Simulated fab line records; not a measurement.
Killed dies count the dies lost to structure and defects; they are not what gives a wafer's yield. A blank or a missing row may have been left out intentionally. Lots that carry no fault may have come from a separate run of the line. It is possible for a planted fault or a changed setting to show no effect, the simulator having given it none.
A struck lot beside a sound one	flow n5_finfet	18 steps out of a route of 1938
Sound: these wafers, L318.1, L318.2, L318.5. Struck: wafers L325.3, L325.5. (L325.2 of the same lot was not struck and is left out.) The cause comes at the end.
At each step with rows: each side's tool, then ch and its chambers, then its first start. Under that, the readings that differ: sound wafers	struck wafers	difference of the means	sigmas: that difference in standard deviations of wafers without a fault.
alike: readings whose means differ by less than 2 such deviations, and words and numbers that are the same on both sides. not compared: withheld readings, readings that some wafer has no value for, bounds like >300 that may hide the same value, and numbers for which the record gives no deviation and whose values overlap.
A row with sigmas, a row that says differs or no value, or rows on one side alone: a step with any of these is where the two part. Numbers that have no deviation but don't overlap get no sigmas and don't part them. Lack of a reading on every wafer of one side parts them only where that side has two or more wafers.

first, 2 steps without rows for these wafers: N5_BEOL_M14_ETCH_68 (etches SOC in N2/H2, time 450 s); N5_BEOL_M14_STRIP_69 (strips in N2/H2).
N5_BEOL_M14_TRENCH_ETCH_34: etches SiO2 in C4F8/O2/Ar, target depth 556.65 nm, time 126.9 s.
  sound on rie_diel-03 ch 0,2, day 15 10:22; struck on rie_diel-04 ch 0, day 16 23:54
reading	sound	struck	difference	sigmas
rf_vpp_V (V)	2262 2229 2227	2175 2176	-64	-2
  alike: O2_flow_sccm, drypump_motor_current_A, mfc_ar_sccm, oes_o_777_au, oes_product_au, showerhead_plenum_p_Torr, throttle_valve_pct
  not compared: rf_hours_counter_h
then, 1 step without rows for these wafers: N5_BEOL_M14_STRIP_70 (strips in C4F8/O2/Ar).
N5_BEOL_M14_OCD_MEAS_35:
  sound on ocd-02 at day 15 10:31; struck on ocd-02 at day 17 00:03
  alike: trench_depth_nm
then, 1 step without rows for these wafers: N5_BEOL_M14_STRIP_37 (strips in O2).
N5_BEOL_M14_ETCH_38: etches SiCN in CF4/N2, target depth 106.5 nm, time 120.6 s.
  sound: rie_diel-06 ch 0,1,2; struck: rie_diel-06 ch 0,1
  alike: drypump_motor_current_A, mfc_ar_sccm, oes_product_au, rf_vpp_V, showerhead_plenum_p_Torr, throttle_valve_pct
  not compared: rf_hours_counter_h
then, 2 steps without rows for these wafers: N5_BEOL_M14_PRECLEAN_39 (cleans in residue remover, time 60 s); N5_BEOL_M14_SRD_40 (time 30 s, dry time 30 s).
N5_BEOL_M14_DEGAS_41: time 60 s.
  sound on pvd_sputter-03 at day 15 15:50; struck on pvd_sputter-03 at day 17 00:38
  alike: heater_power_w
then, 1 step without rows for these wafers: N5_BEOL_M14_PRE_CLEAN_42 (time 30 s).
N5_BEOL_M14_SPUTTER_43: material TaN, target thk 15 nm, time 24.19 s.
  sound on pvd_sputter-03 at day 15 15:55; struck on pvd_sputter-03 at day 17 00:43
  alike: throttle_valve_pct
N5_BEOL_M14_SPUTTER_44: material Ta, target thk 15 nm, time 24.19 s.
  sound on pvd_sputter-03 at day 15 15:59; struck on pvd_sputter-03 at day 17 00:47
reading	sound	struck	difference	sigmas
model.Ta_of_BEOL_M14_SPUTTER_44.thk_nm (nm)	15.6 15.2 15.4	10.6 10.6	-4.8	
  alike: throttle_valve_pct
N5_BEOL_M14_SPUTTER_45: material Cu, target thk 100 nm, time 16.67 s.
  sound on pvd_sputter-03 at day 15 16:04; struck on pvd_sputter-03 at day 17 00:52
  alike: chuck_sensor_temp_C, throttle_valve_pct
then, 2 steps without rows for these wafers: N5_BEOL_M14_ECD_47 (material Cu, target thk 1248 nm); N5_BEOL_M14_ANNEAL_48 (time 90 s).
N5_BEOL_M14_CMP_49: polishes, stops on SiO2, t overpolish 5.2 s, target thk 560 nm.
  sound on cmp-02 ch 0,1,3, day 15 16:45; struck on cmp-02 ch 0,2, day 17 01:43
reading	sound	struck	difference	sigmas
barrier_field_endpoint_s (s)	11.77 11.50 11.55	9.72 9.73	-1.88	-8
  alike: clearing_platen_down_force_psi, edge_zone_pressure_frac, motor_current_A
N5_BEOL_M14_THK_MEAS_50: measures by xrf.
  sound on film_metro-02 at day 15 16:58; struck on film_metro-02 at day 17 02:01
  alike: M14_THK

## WHERE THEY PART
At N5_BEOL_M14_TRENCH_ETCH_34 first; at N5_BEOL_M14_CMP_49 last (within this record only). Later steps at which nothing parts them and some readings are alike: N5_BEOL_M14_THK_MEAS_50.

WHY: the cause the simulator had injected
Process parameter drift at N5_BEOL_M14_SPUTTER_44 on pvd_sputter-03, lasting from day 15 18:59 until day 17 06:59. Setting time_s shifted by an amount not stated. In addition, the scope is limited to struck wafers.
